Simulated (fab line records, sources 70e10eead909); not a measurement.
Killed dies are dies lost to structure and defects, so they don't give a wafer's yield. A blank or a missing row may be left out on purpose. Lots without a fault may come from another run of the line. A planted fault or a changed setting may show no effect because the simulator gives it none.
A struck lot beside a sound one | flow nand_harc | 15 steps out of a route of 1159
Sound: wafers L592.2, L592.3, L592.4. Struck: wafer L608.4. (L608.1, L608.3 of the same lot were not struck and are left out.) The cause comes at the end.
At each step with rows: each side's tool, then ch and its chambers, then its first start. Under that, the readings that differ: sound wafers | struck wafers | difference of the means | sigmas: that difference in standard deviations of wafers without a fault.
alike: readings whose means differ by less than 2 such deviations, and words and numbers that are the same on both sides. not compared: withheld readings, readings that some wafer has no value for, bounds like >300 that may hide the same value, and numbers for which the record gives no deviation and whose values overlap.
The two part at a step that has a row with sigmas, a row that says differs or no value, or rows on one side only. Numbers that don't overlap but have no deviation are shown without sigmas and don't part them. A reading that every wafer of one side lacks parts them only if that side has two wafers or more.

first, 7 steps without rows for these wafers: NHARC_P_M0_COAT_33 (time 65 s); NHARC_P_M0_COAT_03 (resist thk 90 nm); NHARC_P_M0_SOFTBAKE_04 (time 55 s); NHARC_P_M0_EBR_05; NHARC_P_M0_EXPOSE_06 (exposes mask P M0, target cd 90 nm); NHARC_P_M0_PEB_07 (peb time 65 s); NHARC_P_M0_DEVELOP_08 (develop time 35 s).
NHARC_P_M0_CD_MEAS_09: target cd 90 nm.
  sound on cd_sem-03 ch 0, day 6 06:31; struck on cd_sem-02 ch 0, day 10 08:07
  alike: cd_nm
NHARC_P_M0_OVL_MEAS_10: pitch 180 nm.
  sound on overlay-01, day 6 06:35; struck on overlay-02, day 10 08:12
  alike: overlay_x_nm, overlay_y_nm
NHARC_P_M0_INSPECT_11:
  sound on defect_inspect-02, day 6 06:38; struck on defect_inspect-01, day 10 08:14
  alike: raw_defect_count
NHARC_P_M0_DESCUM_14: chemistry O2, time 3 s.
  sound on rie_diel-07 ch 0,2,3, day 6 06:41; struck on rie_diel-07 ch 3, day 10 08:19
  reading                | sound | struck | difference | sigmas
  rf_hours_counter_h (h) | 5 5 5 | 11     | +6         |
  alike: drypump_motor_current_A, oes_product_au, rf_vpp_V, showerhead_plenum_p_Torr, throttle_valve_pct
NHARC_P_M0_ETCH_34: etches the open film in N2/H2, target depth 40 nm, overetch 12 nm, time 43.94 s.
  sound on rie_diel-07 ch 0,1,2, day 6 06:47; struck on rie_diel-07 ch 1, day 10 08:23
  reading                | sound             | struck | difference | sigmas
  h2_flow_sccm (sccm)    | 150.3 150.0 150.6 | 149.0  | -1.3       | -3
  rf_hours_counter_h (h) | 5 5 5             | 10     | +5         |
  alike: drypump_motor_current_A, oes_product_au, rf_fwd_power_W, rf_vpp_V, showerhead_plenum_p_Torr, throttle_valve_pct
NHARC_P_M0_ETCH_15: etches the open film in C4F8/Ar, target depth 150 nm, overetch 15 nm, time 82.5 s.
  sound on rie_diel-07 ch 0,2,3, day 6 06:52; struck on rie_diel-07 ch 2, day 10 08:35
  reading                | sound             | struck | difference | sigmas
  oes_product_au (a.u.)  | 0.961 0.951 0.981 | 0.843  | -0.121     | -5
  rf_hours_counter_h (h) | 5 5 5             | 10     | +5         |
  alike: rf_fwd_power_W, rf_vpp_V
NHARC_P_M0_CD_MEAS_16:
  sound on cd_sem-01, day 6 06:59; struck on cd_sem-03, day 10 08:43
  alike: cd_nm
-- the record jumps here: 14 days lie between the struck wafers' starts before and after (it left off in module P_M0 and takes up again in module END, whose first step shown is number 1159 of the route) --
NHARC_END_SORT_01:
  the record has rows for the struck wafers here (prober-01 ch 0, day 24 08:15) and none for the sound ones

WHERE THEY PART
First at NHARC_P_M0_ETCH_34; last, within this record, at NHARC_END_SORT_01.

WHY: what the simulator had put in
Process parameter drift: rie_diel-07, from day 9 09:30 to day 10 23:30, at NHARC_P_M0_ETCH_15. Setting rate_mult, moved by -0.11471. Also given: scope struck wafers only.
